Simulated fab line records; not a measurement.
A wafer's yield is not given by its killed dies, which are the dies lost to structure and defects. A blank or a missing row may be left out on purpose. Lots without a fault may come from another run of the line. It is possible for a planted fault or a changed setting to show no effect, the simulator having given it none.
fab line records	flow n5Finfet
record: lots: 6	wafers: 18	lastDay: 17
route steps=1938 shown SDB@362 BEOL_M4@1111 PASSIVATION@1936
lots that met no fault: from a run of the same line without faults
startH: hours from the record's opening day to when the first of the lot's shown wafers began	waitH: hours from the lot's prior step to this one	" as in the row above	L1.1+2: a row that stands for several wafers	- value missing, or start not given	* or withheld: withheld	< > ~ a bound
route shown NAME@n: names a module that has steps shown in the file, with the first one's number in the route	usual: mean and standard deviation over wafers with no fault	same: alike in all rows	chamber/n: place in a boat	sites: each site's reading	_std_site: their standard deviation	_edge_site: mean of outer sites minus mean of inner sites	radiusMm: for every site, how far away it sits from the centre of the wafer	mask NAME#n: copy n	behind: the last tool/chamber to shape the wafer	hold: why the lot was held/for how many hours/how that ended	device: the transistor (n, p or np) that didn't switch	end of line: tests run on the same wafers once the route is complete	for a step that has no rows: nothing shown but its recipe	killed: dies lost to structure and defects at the first sort, not the wafer's yield	map: a wafer's dies, marking killed ones x, the rest . and places with no die _
set.NAME: setting as actually run; set.NAME@STEP: the setting as run at that earlier step	model.NAME: the simulator's own value behind a step, which no gauge read
lots at selected steps of the route; one table per step, one row per wafer
services: from which hour (startH, from the record's first day; less than 0 if before it) a tool's chamber was out of use, for how many hours, and why
== steps ==
step: N5_SDB_STRIP_19
recipe: chemistry: N2/H2	tempC: 40	n2FlowSccm: 200	h2FlowSccm: 200	rfFrequencyHz: 6e+07
step: N5_SDB_STRIP_21
recipe: chemistry: CF4	resist: SiARC	powerW: 300	biasPowerW: 75	pressureMtorr: 50	cf4FlowSccm: 150	rfFrequencyHz: 6e+07
step: N5_SDB_HM_OPEN_20
recipe: chemistry: CH3F/O2	target: SiNx	maskMaterial: SOC	targetDepthA: 240	stopOn: poly-Si	overEtchFrac: 0.4	ionEnergyEv: 120	pressureMtorr: 30	sourceW: 395	biasW: 73	Ar_flow_sccm: 150	CH3F_flow_sccm: 30	O2_flow_sccm: 20
usual: drypumpMotorCurrentA: 5.8/0.44	oesProductAu: 0.64/0.06	rfVppV: 298.7/2.3	showerheadPlenumPTorr: 1.98/0.057	throttleValvePct: 16.30/0.25
lot.wafer	tool	chamber	startH	waitH	drypumpMotorCurrentA	oesProductAu	rfHoursCounterH	rfVppV	showerheadPlenumPTorr	throttleValvePct
L636.1	rieDiel-03	0	106.58	0.0	6.1	0.75	16	299.6	1.96	16.00
L636.3	"	1	"	"	5.8	0.56	220	295.2	1.98	16.60
L636.4	"	2	"	"	6.0	0.65	101	303.2	2.02	16.19
L637.1	rieDiel-01	0	115.97	0.0	5.7	0.62	147	297.5	2.01	16.08
L637.4	"	0	"	"	5.7	0.63	-	298.3	2.01	16.08
L637.5	"	2	"	"	6.4	0.65	-	300.4	2.01	16.72
L641.3	rieDiel-01	1	137.48	0.0	6.0	0.70	63	301.4	2.03	16.31
L641.4	"	3	"	"	6.4	0.80	8	304.8	2.13	16.00
L641.5	"	3	"	"	6.4	0.79	-	304.2	2.13	16.02
L647.3	rieDiel-03	3	175.50	0.0	5.2	0.56	234	296.8	2.06	16.63
L647.4	"	0	"	"	6.1	0.73	30	299.3	1.95	16.04
L647.6	"	1	"	"	5.8	0.58	-	296.1	1.97	16.61
L651.1	rieDiel-01	0	197.17	0.0	5.7	0.60	181	298.9	2.00	16.16
L651.3	"	3	"	"	6.4	0.76	14	304.8	2.13	16.00
L651.5	"	1	"	"	5.9	0.68	-	301.2	2.02	16.38
L652.3	rieDiel-04	0	205.48	0.0	5.7	0.66	101	296.6	1.93	16.58
L652.5	"	3	"	"	6.2	0.64	-	300.6	1.93	16.03
L652.6	"	0	"	"	5.7	0.66	-	295.9	1.93	16.56
step: N5_SDB_STRIP_22
recipe: chemistry: N2/H2	powerW: 1000	tempC: 250	h2Frac: 0.65	overashFraction: 0.3	pressureMtorr: withheld	n2FlowSccm: 1750	h2FlowSccm: 3250
usual: drypumpMotorCurrentA: 6.2/0.35	heaterPowerW: 348/27	oesProductAu: 0.714/0.0046	stripTimeToEndpointS: 96.3/0.37
same: overashFraction: 0.3
lot.wafer	tool	chamber	startH	waitH	drypumpMotorCurrentA	heaterPowerW	oesProductAu	rfHoursCounterH	stripTimeToEndpointS
L636.1	plasmaAsher-01	0	106.66	0.1	6.1	348	0.717	90	96.8
L636.3	"	1	"	"	6.5	315	0.713	-	97.5
L636.4	"	0	"	"	6.1	350	0.710	-	97.0
L637.1	plasmaAsher-02	0	116.05	0.1	6.5	387	0.712	50	96.7
L637.4	"	1	"	"	5.6	366	0.718	-	96.3
L637.5	"	1	"	"	5.5	368	0.713	-	96.4
L641.3	plasmaAsher-02	0	137.60	0.1	6.6	384	0.714	-	96.6
L641.4	"	1	"	"	5.6	363	0.705	-	96.4
L641.5	"	1	"	"	5.6	358	0.702	-	96.2
L647.3	plasmaAsher-01	0	175.63	0.1	6.1	341	0.718	-	96.7
L647.4	"	1	"	"	6.4	311	0.715	-	95.8
L647.6	"	1	"	"	6.4	316	0.705	-	96.3
L651.1	plasmaAsher-02	0	197.25	0.1	6.5	384	0.713	63	96.3
L651.3	"	1	"	"	5.6	368	0.704	-	96.1
L651.5	"	0	"	"	6.5	384	0.716	-	96.1
L652.3	plasmaAsher-01	0	205.60	0.1	6.1	347	0.718	-	96.2
L652.5	"	0	"	"	6.1	347	0.711	-	96.0
L652.6	"	1	"	"	6.5	315	0.721	-	96.1
step: N5_SDB_PRECLEAN_23
recipe: chemistry: dHF	timeS: 30	tempC: 25	dilution: withheld
step: N5_SDB_DUMMY_REMOVE_24
recipe: chemistry: TMAH	tempC: 70	target: poly-Si	stopOn: SiO2	targetDepthNm: 142	concWtPct: 5	timeS: 57	dry: ipaMarangoni	rinseTimeS: 30	rinseTempC: 23
step: N5_SDB_ETCH_25
recipe: chemistry: C4F6/O2	target: SiO2	targetDepthA: 100	timeS: 3.3	ionEnergyEv: 250	maskMaterial: SiNx	pressureMtorr: 30	sourceW: 345	biasW: 185	Ar_flow_sccm: 300	C4F6_flow_sccm: 10	O2_flow_sccm: 10
usual: drypumpMotorCurrentA: 5.9/0.42	oesProductAu: 0.79/0.081	rfVppV: 670/4.9	showerheadPlenumPTorr: 2.84/0.078	throttleValvePct: 21.18/0.27
lot.wafer	tool	chamber	startH	waitH	drypumpMotorCurrentA	oesProductAu	rfHoursCounterH	rfVppV	showerheadPlenumPTorr	throttleValvePct
L636.1	rieDiel-01	2	106.90	0.0	6.5	0.80	115	674	2.87	21.60
L636.3	"	1	"	"	6.0	0.89	47	674	2.90	21.20
L636.4	"	0	"	"	5.6	0.76	-	667	2.86	20.89
L637.1	rieDiel-04	3	117.07	0.8	6.2	0.83	76	673	2.77	20.79
L637.4	"	1	"	"	5.6	0.69	215	666	2.93	21.22
L637.5	"	0	"	"	5.7	0.85	-	666	2.77	21.40
L641.3	rieDiel-01	1	137.78	0.0	6.0	0.86	63	674	2.89	21.23
L641.4	"	0	"	"	5.7	0.75	159	667	2.85	20.92
L641.5	"	3	"	"	6.4	0.97	-	680	3.02	20.85
L647.3	rieDiel-03	2	176.03	0.3	6.0	0.77	115	677	2.87	21.04
L647.4	"	0	"	"	6.1	0.90	30	667	2.78	20.89
L647.6	"	2	"	"	6.0	0.77	-	678	2.87	21.04
L651.1	rieDiel-03	3	197.63	0.2	5.2	0.68	241	665	2.92	21.44
L651.3	"	2	"	"	6.0	0.77	121	676	2.87	21.05
L651.5	"	2	"	"	6.0	0.76	-	675	2.87	21.03
L652.3	rieDiel-04	2	206.41	0.7	5.0	0.70	210	664	2.72	20.92
L652.5	"	2	"	"	5.0	0.70	-	663	2.72	20.93
L652.6	"	3	"	"	6.2	0.79	-	673	2.75	20.84
step: N5_SDB_CUT_ETCH_26
recipe: chemistry: HBr/Cl2/O2	target: Si	targetDepthA: 1296	btTimeS: 20	maskMaterial: SiNx	timeS: 51.8	ionEnergyEv: *	biasW: *	pressureMtorr: 10	icpW: 800	HBr_flow_sccm: 150	Cl2_flow_sccm: 80	O2_flow_sccm: 12
usual: drypumpMotorCurrentA: 5.6/0.52	oesProductAu: 1.002/0.017	throttleValvePct: 37.07/0.13
lot.wafer	tool	chamber	startH	waitH	drypumpMotorCurrentA	oesProductAu	rfHoursCounterH	throttleValvePct
L636.1	rieSi-01	2	106.98	0.1	6.4	1.004	176	37.20
L636.3	"	0	"	"	5.1	0.998	76	37.00
L636.4	"	3	"	"	6.0	1.018	31	36.88
L637.1	rieSi-06	0	117.16	0.1	6.4	1.020	93	37.02
L637.4	"	3	"	"	5.0	1.012	52	36.98
L637.5	"	2	"	"	4.9	1.005	-	37.10
L641.3	rieSi-01	1	137.86	0.1	5.4	1.004	43	36.97
L641.4	"	1	"	"	5.4	0.995	-	36.98
L641.5	"	3	"	"	6.0	1.015	-	36.85
L647.3	rieSi-04	1	176.12	0.1	5.6	0.970	7	37.23
L647.4	"	0	"	"	5.7	1.012	35	37.02
L647.6	"	3	"	"	5.6	1.028	-	36.95
L651.1	rieSi-04	0	197.71	0.1	5.8	1.009	35	37.02
L651.3	"	3	"	"	5.6	1.034	153	36.95
L651.5	"	3	"	"	5.7	1.039	-	36.95
L652.3	rieSi-04	3	206.51	0.1	5.7	1.038	153	36.97
L652.5	"	0	"	"	5.7	1.006	-	37.03
L652.6	"	1	"	"	5.6	0.964	-	37.21
step: N5_SDB_PRECLEAN_38
recipe: chemistry: dHF	timeS: 10	dilution: 750:1	tempC: 25
step: N5_SDB_PRECLEAN_39
recipe: chemistry: O3/DIW	timeS: 45	tempC: 22	o3Ppm: 10
step: N5_SDB_SRD_28
recipe: dry: ipaMarangoni	timeS: 30	tempC: 23	rinseLiquid: diw
step: N5_SDB_ALD_29
recipe: material: SiNx	targetThkA: 300	tempC: 400	aldPrecursorFamily: SiH2I2	aldCoReactant: N2/H2-plasma	pulseTimeS: 1	aldCycles: 600	purgeTimeS: 2	coReactantPurgeTimeS: 2	pressureTorr: 2
usual: heaterPowerW: 859/120	precursorPulseHeightRel: 1.000/0.018
same: coReactantPurgeTimeS: 2
lot.wafer	tool	chamber	startH	waitH	heaterPowerW	precursorPulseHeightRel
L636.1	aldSin-02	3	107.16	0.0	767	1.015
L636.3	"	2	"	"	949	0.983
L636.4	"	0	"	"	935	1.004
L637.1	aldSin-04	3	117.72	0.4	928	0.989
L637.4	"	0	"	"	912	0.991
L637.5	"	0	119.07	1.8	934	1.009
L641.3	aldSin-02	2	138.05	0.0	994	0.987
L641.4	"	1	"	"	1100	1.024
L641.5	"	1	139.41	1.4	1063	1.029
L647.3	aldSin-04	2	176.39	0.1	695	0.976
L647.4	"	0	"	"	927	1.038
L647.6	"	0	177.74	1.5	904	0.956
L651.1	aldSin-01	1	197.90	0.0	808	0.988
L651.3	"	0	"	"	846	0.995
L651.5	"	0	199.25	1.4	830	1.024
L652.3	aldSin-01	2	206.69	0.0	674	0.970
L652.5	"	0	208.04	1.4	866	0.986
L652.6	"	1	"	"	816	0.977
step: N5_SDB_CMP_30
recipe: stopOn: poly-Si	tOverpolishS: 1.54	postCmpClean: alkalineBrush	downForcePsi: 4.1491	platenRpm: 51.796	padVelocityMS: 1.0306	targetThkNm: 30
usual: motorCurrentA: 12.4/1.3	overpolishRunS: 1.539/0.0096	platenRpm: 51.80/0.031	timeToEndpointS: 17.2/2.3
lot.wafer	tool	chamber	startH	waitH	motorCurrentA	overpolishRunS	platenRpm	timeToEndpointS
L636.4	cmp-03	1	110.06	1.5	10.4	1.527	51.78	16.7
L636.3	"	2	"	"	11.1	1.544	51.77	14.3
L636.1	"	3	"	"	10.8	1.557	51.79	15.9
L637.1	cmp-04	1	120.46	1.4	14.3	1.525	51.78	17.5
L637.4	"	0	"	"	14.1	1.521	51.78	14.0
L637.5	"	2	"	"	12.5	1.565	51.82	15.3
L641.4	cmp-04	3	140.82	1.4	13.1	1.554	49.74	15.1
L641.3	"	1	"	"	13.2	1.545	49.76	15.6
L641.5	"	2	"	"	13.3	1.550	49.80	14.0
L647.3	cmp-04	0	179.12	1.4	14.1	1.537	49.73	22.3
L647.4	"	1	"	"	13.1	1.537	49.73	22.1
L647.6	"	1	"	"	13.9	1.532	49.74	19.3
L651.1	cmp-01	0	200.69	1.4	13.3	1.531	51.80	18.4
L651.3	"	1	"	"	11.5	1.534	51.79	16.6
L651.5	"	0	"	"	12.5	1.549	51.79	18.5
L652.3	cmp-03	0	209.54	1.5	11.3	1.549	51.80	18.7
L652.6	"	1	"	"	9.9	1.525	51.83	19.5
L652.5	"	2	"	"	11.0	1.558	51.85	18.8
step: N5_SDB_THK_MEAS_31
recipe: reads: a-Si_of_DUMMY_GATE_CVD_03
usual: SDB_THK: 64.3/0.89
lot.wafer	tool	chamber	startH	waitH	SDB_THK[nm]
L636.1	filmMetro-02	-	110.35	-	65.8
L636.3	"	-	"	"	64.9
L636.4	"	-	"	"	65.0
L637.1	filmMetro-02	-	120.75	-	64.0
L637.4	"	-	"	"	62.4
L637.5	"	-	"	"	63.6
L641.3	filmMetro-02	-	141.08	-	63.4
L641.4	"	-	"	"	64.4
L641.5	"	-	"	"	64.5
L647.3	filmMetro-02	-	179.42	-	63.8
L647.4	"	-	"	"	63.6
L647.6	"	-	"	"	63.1
L651.1	filmMetro-02	-	200.95	-	65.6
L651.3	"	-	"	"	65.6
L651.5	"	-	"	"	66.5
L652.3	filmMetro-02	-	209.72	-	63.1
L652.5	"	-	"	"	64.5
L652.6	"	-	"	"	62.8
step: N5_BEOL_M4_RC_MEAS_101
usual: DIBL_N: 35.7/1.3	DIBL_P: 36.0/1.6	IOFF_N: 0.154/0.025	IOFF_P: 0.21/0.034	ION_N: 675/9.7	ION_P: 465/7.4	SS_N: 71.3/0.55	SS_P: 73.1/0.52	VT_N: 250/3	VT_P: -249/3.6
lot.wafer	tool	chamber	startH	waitH	DIBL_N[mV/V]	DIBL_P[mV/V]	IOFF_N[nA/um]	IOFF_P[nA/um]	ION_N[uA/um]	ION_P[uA/um]	SS_N[mV/dec]	SS_P[mV/dec]	VT_N[mV]	VT_P[mV]
L636.1	prober-01	0	214.29	0.0	37.6	38.2	0.188	0.27	678	468	72.0	72.7	248	-245
L636.3	"	0	"	"	36.7	37.6	0.165	0.25	678	471	71.1	72.9	250	-246
L636.4	"	0	"	"	35.5	36.1	0.146	0.23	676	470	71.0	72.8	249	-247
L637.1	prober-02	0	214.54	0.0	36.6	38.1	0.190	0.27	681	476	72.3	72.9	246	-244
L637.4	"	0	"	"	35.1	36.5	0.162	0.24	684	475	71.8	72.6	248	-247
L637.5	"	0	"	"	37.4	39.6	0.214	0.31	694	473	72.2	73.7	248	-243
L641.3	prober-01	0	236.68	0.3	38.0	36.2	0.174	0.19	671	450	71.3	73.8	250	-255
L641.4	"	0	"	"	35.4	34.7	0.129	0.17	670	462	70.2	72.9	254	-253
L641.5	"	0	"	"	35.9	34.7	0.136	0.17	671	459	70.4	73.5	251	-254
L647.3	prober-02	0	274.36	0.3	34.9	35.2	0.156	0.23	665	461	70.8	73.0	250	-248
L647.4	"	0	"	"	36.0	37.3	0.175	0.26	691	476	71.2	74.2	247	-244
L647.6	"	0	"	"	35.7	37.0	0.170	0.25	681	470	70.7	73.2	247	-245
L652.3	prober-02	0	302.69	0.3	37.6	36.8	0.171	0.22	672	462	71.6	73.0	248	-248
L652.5	"	0	"	"	36.8	35.1	0.152	0.20	670	456	71.7	73.1	249	-251
L652.6	"	0	"	"	37.0	35.8	0.167	0.20	675	463	71.2	74.0	250	-250
L651.1	prober-01	0	304.10	0.0	36.6	34.7	0.138	0.22	674	473	71.6	72.0	252	-247
L651.3	"	0	"	"	38.0	36.2	0.171	0.24	689	471	71.8	72.2	247	-245
L651.5	"	0	"	"	36.0	33.8	0.132	0.20	670	473	70.4	72.3	250	-245
step: N5_PASSIVATION_PROBE_49
usual: defectLimitedYield: 91.6/1.4	killed_at_M0_to_M3: 35/10	killed_at_M4_up: 13/5.3	killedAtContacts: 12/5.9	killedAtFrontEnd: 36/9.9	killedAtOther: 3.2/3	killedDies: 99/16	killedOpen: 66/12	killedShort: 32/7.7	sort_bin_5_function: 4.9/0.91	sort_bin_6_memory: 3.2/0.65	sortNPass: 1081/16	sortYieldPct: 91.6/1.4
same: grossDies: 1180	killedAtBackSide: 0	sort_bin_4_leakage[%]: 0	sort_bin_8_speed[%]: 0
lot.wafer	tool	chamber	startH	waitH	defectLimitedYield[%]	killed_at_M0_to_M3	killed_at_M4_up	killedAtContacts	killedAtFrontEnd	killedAtOther	killedDies	killedOpen	killedShort	sort_bin_5_function[%]	sort_bin_6_memory[%]	sortNPass	sortYieldPct[%]
L636.3	prober-01	-	323.82	0.1	92.1	46	15	7	22	3	93	68	25	4.7	2.9	1087	92.1
killed by level:class
L636.3 BEOL_M1:geometricParticle:open=14 FIN_SAQP:geometricParticle:open=11 BEOL_M0_SAQP:geometricParticle:short=9 BEOL_M0_SAQP:geometricParticle:open=7 BEOL_M3:geometricParticle:open=7 MOL_CONTACT_COAG:geometricParticle:open=5 BEOL_M4:geometricParticle:open=5 BEOL_M0:geometricParticle:open=4
== services ==
tool	chamber	startH	hours	kind
plasmaAsher-02	-	83.80	5.7	repair
plasmaAsher-02	-	92.91	0.8	repair
rieSi-04	-	103.86	4.3	pm
rieDiel-03	-	109.52	28.1	pm
cmp-03	-	110.96	4.4	repair
aldSin-02	-	113.10	2.8	pm
rieSi-04	0	118.96	4.0	repair
rieSi-01	2	126.56	32.8	repair
plasmaAsher-02	-	133.59	3.5	repair
plasmaAsher-01	-	140.75	0.4	repair
rieDiel-01	0	143.31	8.5	repair
rieDiel-01	3	144.31	29.9	repair
plasmaAsher-02	-	147.84	3.4	repair
rieDiel-03	2	156.59	4.1	repair
aldSin-01	3	159.27	3.1	repair
cmp-03	-	159.50	0.4	repair
rieSi-01	-	159.55	0.4	repair
rieSi-04	2	169.04	6.4	repair
cmp-04	-	174.48	4.0	pm
rieDiel-01	3	179.40	9.7	repair
plasmaAsher-01	-	179.77	0.4	repair
plasmaAsher-02	-	180.98	1.5	repair
plasmaAsher-02	-	184.55	2.6	repair
rieDiel-01	3	189.25	4.4	repair
== key ==
firstSign: step: N5_SDB_CMP_30	reading: platenRpm	direction: down	sigmas: 65	usual: 51.80	struck: 49.75
effect none on later readings
metAt N5_SDB_CMP_30
struckWafers L641.3,L641.4,L641.5,L647.3,L647.4,L647.6
onsetBetween 120.46 140.82
fault: kind: processParameterDrift	tool: cmp-04	chamber: -	onsetH: 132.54	steps: N5_SDB_CMP_30	channel: platenRpm	offset: -2.0718	shape: step	endH: 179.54	actsIn: theseRecipesOnly	stated: 51.796
